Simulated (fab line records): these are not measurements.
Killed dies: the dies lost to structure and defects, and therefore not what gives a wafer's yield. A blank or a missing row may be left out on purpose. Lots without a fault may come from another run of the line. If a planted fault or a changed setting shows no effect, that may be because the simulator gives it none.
Split-lot experiment | flow n5Finfet | route with 1938 steps; 7 lots, 21 wafers read

THE SPLIT
At N5_BEOL_M5_COAT_05 (resist thk 30 nm), the setting spinRpm was moved away from the recipe's 1500 rpm on 4 of the 21 wafers read, by -10.1% to +11.3%. This setting was run at the recipe's value on the other wafers.

Split to reading: the file shows no intervening step.

THE READING
CAR-EUV_of_BEOL_M5_COAT_05.thkNm (the simulator's own value, which no gauge read), in nm, at N5_BEOL_M5_DESCUM_16 (chemistry O2, time 7 s). The file does not state a usual value for it. The 17 wafers here that ran the recipe average 26.0 nm, standard deviation 0.35 nm.

wafer  | tool, chamber at the split | spinRpm as run, rpm | against the recipe | CAR-EUV_of_BEOL_M5_COAT_05.thkNm, nm | against lot-mates on the recipe
L083.3 | lithoTrack-05, 0           | 1500                | recipe             | 26.2                                 | -
L083.4 | lithoTrack-05, 0           | 1500                | recipe             | 26.8                                 | -
L083.6 | lithoTrack-05, 0           | 1349                | -10.1%             | 28.4                                 | +1.9
L090.1 | lithoTrack-03, 0           | 1500                | recipe             | 26                                   | -
L090.2 | lithoTrack-03, 0           | 1500                | recipe             | 26                                   | -
L090.6 | lithoTrack-03, 0           | 1500                | recipe             | 26                                   | -
L089.2 | lithoTrack-02, 0           | 1669                | +11.3%             | 24                                   | -1.6
L089.5 | lithoTrack-02, 0           | 1669                | +11.3%             | 24.4                                 | -1.2
L089.6 | lithoTrack-02, 0           | 1500                | recipe             | 25.6                                 | -
L091.2 | lithoTrack-03, 0           | 1500                | recipe             | 26.2                                 | -
L091.4 | lithoTrack-03, 0           | 1500                | recipe             | 25.4                                 | -
L091.5 | lithoTrack-03, 0           | 1500                | recipe             | 25.4                                 | -
L092.1 | lithoTrack-02, 0           | 1500                | recipe             | 26.6                                 | -
L092.3 | lithoTrack-02, 0           | 1500                | recipe             | 26                                   | -
L092.5 | lithoTrack-02, 0           | 1500                | recipe             | 26                                   | -
L094.2 | lithoTrack-05, 0           | 1500                | recipe             | 26.2                                 | -
L094.4 | lithoTrack-05, 0           | 1500                | recipe             | 26.2                                 | -
L094.6 | lithoTrack-05, 0           | 1500                | recipe             | 26.2                                 | -
L097.1 | lithoTrack-02, 0           | 1388                | -7.5%              | 27.2                                 | +1.3
L097.2 | lithoTrack-02, 0           | 1500                | recipe             | 25.8                                 | -
L097.4 | lithoTrack-02, 0           | 1500                | recipe             | 26                                   | -

THE FIT
A straight line over all 21 wafers: CAR-EUV_of_BEOL_M5_COAT_05.thkNm changes by -0.18 nm for each +1% of spinRpm; r = -0.92; the points scatter about the line by 0.37 nm.
The same after taking each lot's own level away (the mean of its wafers on the recipe; 21 wafers): -0.148 nm for each +1%; r = -0.94; scatter 0.25 nm.
Per that fit: largest spinRpm move, reading shift of 1.7 nm.
The lots' own levels span 25.60 to 26.50 nm, that is 2.6 times the standard deviation above.
In other words, the slope is changed by the lot-to-lot level; the two fits disagree.
Check: with one of the wafers moved furthest among these (+11.3%) left out of the fit, the line predicts -1.61 nm for it against its lot-mates. It came out at -1.6 nm against them.

OTHER SPLITS APPLIED TO THESE WAFERS
These wafers also went through other splits before the reading. Each is held against what the fit with the lots' levels taken away leaves over:
other split on the same wafers  | wafers away from the commonest value | r with CAR-EUV_of_BEOL_M5_COAT_05.thkNm (lot level and that fit taken away)
N5_BEOL_M4_TRENCH_ETCH_37 timeS | 7                                    | +0.08

THE WHOLE CHAIN: every reading that the file lists as answering this split, in the file's order
step                 | what it does           | reading                                                                           | change (the file's fit)               | r (the file's)
N5_BEOL_M5_COAT_05   | resist thk 30 nm       | CAR-EUV_of_BEOL_M5_COAT_05.thkNm (the simulator's own value, which no gauge read) | -0.154 nm for each +1% of the setting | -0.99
N5_BEOL_M5_DESCUM_16 | chemistry O2, time 7 s | CAR-EUV_of_BEOL_M5_COAT_05.thkNm (the simulator's own value, which no gauge read) | -0.157 nm for each +1% of the setting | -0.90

THE FILE'S OWN FIT
CAR-EUV_of_BEOL_M5_COAT_05.thkNm changes by -0.157 nm for each +1% of spinRpm, r = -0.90.
